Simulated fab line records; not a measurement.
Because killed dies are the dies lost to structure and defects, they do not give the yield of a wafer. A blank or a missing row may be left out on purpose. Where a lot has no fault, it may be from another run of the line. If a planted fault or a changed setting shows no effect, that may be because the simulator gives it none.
A struck lot beside a sound one :: flow nand harc :: 15 out of 1159 route steps
Sound: wafers L450.1, L450.3, L450.4. Struck: wafers L440.1, L440.4, L440.6. At the end, the cause is stated.
Each step with rows lists, per side, the tool, then ch with its chambers, then its first start. Under that, the readings that differ: sound wafers :: struck wafers :: difference of the means :: sigmas: that difference in standard deviations of wafers without a fault.
alike: a reading whose means differ by less than 2 such deviations, as well as words and numbers matching on both sides. not compared: withheld readings; readings where some wafer has no value; bounds like >300 that might hide an equal value; numbers whose values overlap and for which the record gives no deviation.
Wherever a step has rows on one side only, a row that says differs or no value, or a row with sigmas, the two part there. When numbers do not overlap yet have no deviation, they are printed without sigmas and do not part them. Lack of a reading on every wafer of one side parts them only where that side has two or more wafers.

first, 1 step without rows for these wafers: NHARC_P_CONTACT_SRD_26.
NHARC_P_CONTACT_INSPECT_27:
  sound on defect inspect-02, day 10 02:19; struck on defect inspect-02, day 7 07:25
reading: raw defect count
sound: 447 724 399
struck: 186 288 346
difference: -250
sigmas: -2
then, 10 steps without rows for these wafers: NHARC_P_M0_DEP_00 (deposits SiOC, target thk 150 nm); NHARC_P_M0_DEHYDRATE_01 (time 120 s); NHARC_P_M0_HMDS_02 (time 30 s); NHARC_P_M0_COAT_33 (time 65 s); NHARC_P_M0_COAT_03 (resist thk 90 nm); NHARC_P_M0_SOFTBAKE_04 (time 55 s); NHARC_P_M0_EBR_05; NHARC_P_M0_EXPOSE_06 (exposes mask P M0, target cd 90 nm); NHARC_P_M0_PEB_07 (peb time 65 s); NHARC_P_M0_DEVELOP_08 (develop time 35 s).
NHARC_P_M0_CD_MEAS_09 targets a cd of 90 nm.
  sound on cd sem-02 ch 0, day 10 03:13; struck on cd sem-01 ch 0, day 7 08:20
reading: cd nm (nm)
sound: 90.1 89.7 89.8
struck: 92.0 92.9 91.9
difference: +2.4
sigmas: +4
NHARC_P_M0_OVL_MEAS_10: pitch 180 nm.
  sound on overlay-02, day 10 03:19; struck on overlay-01, day 7 08:25
  alike: overlay x nm, overlay y nm
-- the record jumps here: 14 days lie between the struck wafers' starts before and after (it left off in module P_M0 and takes up again in module END, whose first step shown is number 1159 of the route) --
NHARC_END_SORT_01:
  only the struck wafers appear in the record here, on prober-01 ch 0 at day 21 02:16; the sound ones have no rows

## WHERE THEY PART
First at NHARC_P_CONTACT_INSPECT_27; last, within this record, at NHARC_END_SORT_01.

WHY: what the simulator had put in
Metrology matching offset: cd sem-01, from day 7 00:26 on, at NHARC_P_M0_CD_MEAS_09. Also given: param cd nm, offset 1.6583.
